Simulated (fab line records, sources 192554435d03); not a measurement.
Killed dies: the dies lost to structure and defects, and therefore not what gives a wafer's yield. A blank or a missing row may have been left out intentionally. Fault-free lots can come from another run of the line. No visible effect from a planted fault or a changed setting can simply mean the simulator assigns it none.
Chamber matching | flow n5 finfet | 4 sister chambers for N5_BEOL_M12_ETCH_59 on rie diel-03
The step etches BARC in N2/H2, target depth 89 nm, overetch 26.7 nm, time 67.9 s. 8 wafers are shown with their chamber, then 7 later ones without.

== WAFERS PAIRED WITH THEIR CHAMBERS ==
wafer  | chamber | showerhead plenum p Torr (Torr) | drypump motor current A (A)
L078.6 | 2       | 2.69                            | 5.66
L080.4 | 2       | 2.69                            | 5.64
L082.5 | 3       | 2.60                            | 5.67
L081.1 | 3       | 2.60                            | 5.69
L081.2 | 1       | 2.49                            | 5.55
L081.6 | 0       | 2.47                            | 5.07
L085.2 | 0       | 2.46                            | 5.04
L085.4 | 1       | 2.49                            | 5.56

== WAFERS WITHOUT THEIR CHAMBER ==
wafer  | showerhead plenum p Torr (Torr) | drypump motor current A (A)
L085.5 | 2.60                            | 5.66
L090.2 | 2.59                            | 5.67
L090.3 | 2.46                            | 5.08
L090.5 | 2.48                            | 5.58
L093.3 | 2.48                            | 5.55
L093.5 | 2.48                            | 5.56
L093.6 | 2.45                            | 5.03

== WHICH CHAMBER EACH ONE RAN IN ==
wafer  | from the rows above | in truth
L085.5 | 3                   | 3
L090.2 | 3                   | 3
L090.3 | 0                   | 0
L090.5 | 1                   | 1
L093.3 | 1                   | 1
L093.5 | 1                   | 1
L093.6 | 0                   | 0
Placed correctly: 7 of 7. Left unplaced by these rows: 0. Placed wrongly: 0.
How it was worked out, from the rows above alone: a wafer's distance from a chamber is the root of the sum, over the readings, of the square of ((its reading less the chamber's mean) divided by the reading's scatter). The wafer belongs to the nearest chamber; if the next one is less than 2 further off, it can't be placed. A chamber's mean is the mean of its shown wafers. The scatter is the square root of a quotient: the sum, over the shown wafers, of each reading's squared deviation from its chamber's mean, divided by wafers minus chambers.
